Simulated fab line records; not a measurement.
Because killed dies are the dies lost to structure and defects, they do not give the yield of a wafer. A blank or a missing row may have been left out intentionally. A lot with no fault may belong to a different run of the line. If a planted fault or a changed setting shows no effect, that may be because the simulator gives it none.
A lot that was struck, set against a sound lot || flow nand_harc || 13 steps out of a route of 1302
Sound: these wafers, L917.1, L917.3, L917.4. Struck: wafer L934.4 (left out: L934.5, a lot-mate that was not struck); the cause follows at the end.
At each step with rows: each side's tool, then ch and its chambers, then its first start. Under that, the readings that differ: sound wafers || struck wafers || difference of the means || sigmas: that difference in standard deviations of wafers without a fault.
alike: words and numbers the same on both sides, and readings whose means are apart by under 2 such deviations; not compared: readings that were withheld, readings missing a value for some wafer, numbers with overlapping values and no deviation given by the record, and bounds like >300 which may hide the same value.
Wherever a step has rows on one side only, a row that says differs or no value, or a row with sigmas, the two part there. Numbers that don't overlap but have no deviation are shown without sigmas and don't part them. A reading missing from all wafers of one side parts the sides only when that side holds two or more wafers.

NHARC_A_STAIRCASE_DEP_156: deposits SiNx, target thk 50 nm.
  sound on pecvd-02 ch 0,1, day 15 19:47; struck on pecvd-03 ch 2, day 23 00:16
  alike: heater_power_outer_w, heater_power_w
then, 9 steps without rows for these wafers: NHARC_A_STAIRCASE_DEHYDRATE_158 (time 120 s); NHARC_A_STAIRCASE_HMDS_159 (time 30 s); NHARC_A_STAIRCASE_COAT_160; NHARC_A_STAIRCASE_SOFTBAKE_161 (time 170 s); NHARC_A_STAIRCASE_EBR_162; NHARC_A_STAIRCASE_EXPOSE_163 (exposes mask STAIR OPEN); NHARC_A_STAIRCASE_PEB_164 (peb time 130 s); NHARC_A_STAIRCASE_DEVELOP_165 (time 140 s); NHARC_A_STAIRCASE_HARDBAKE_167 (time 140 s).
NHARC_A_STAIRCASE_DESCUM_168: chemistry O2, time 3 s.
  sound on rie_diel-06 ch 0,3, day 15 20:46; struck on rie_diel-12 ch 1, day 23 01:08
  alike: drypump_motor_current_A, mfc_ar_sccm, o2_flow_sccm, oes_product_au, rf_vpp_V, showerhead_plenum_p_Torr, throttle_valve_pct
  not compared: rf_hours_counter_h
NHARC_A_STAIRCASE_ETCH_169: etches the open film in CH3F/O2, target depth 50 nm, time 107.1 s.
  sound on rie_diel-06 ch 0,2,3, day 15 20:53; struck on rie_diel-12 ch 1, day 23 01:22
{"reading": "oes_product_au (a.u.)", "sound": "0.973 0.969 0.969", "struck": 0.913, "difference": -0.057, "sigmas": -3}
{"reading": "run_length_s (s)", "sound": "128.2 128.2 127.7", "struck": 124.6, "difference": -3.4, "sigmas": -8}
{"reading": "throttle_valve_pct (%)", "sound": "20.682 20.652 20.645", "struck": 20.681, "difference": "+0.021", "sigmas": "+2"}
  alike: drypump_motor_current_A, mfc_ar_sccm, o2_flow_sccm, rf_vpp_V, showerhead_plenum_p_Torr
  not compared: rf_hours_counter_h
NHARC_A_STAIRCASE_ETCH_170: etches the open film in C4F6/O2, target depth 200 nm, time 66.667 s.
  sound: rie_diel-06 ch 0,2; struck: rie_diel-12 ch 3
{"reading": "throttle_valve_pct (%)", "sound": "26.911 26.903 26.918", "struck": 26.886, "difference": -0.025, "sigmas": -3}
  alike: drypump_motor_current_A, mfc_ar_sccm, o2_flow_sccm, oes_product_au, rf_vpp_V, run_length_s, showerhead_plenum_p_Torr
  not compared: rf_hours_counter_h

WHERE THEY PART
Earliest at NHARC_A_STAIRCASE_ETCH_169; latest, in this record, at NHARC_A_STAIRCASE_ETCH_170.

WHY: the cause the simulator had injected
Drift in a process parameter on rie_diel-12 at NHARC_A_STAIRCASE_ETCH_169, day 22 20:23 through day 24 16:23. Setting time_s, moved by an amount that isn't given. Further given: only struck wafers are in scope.
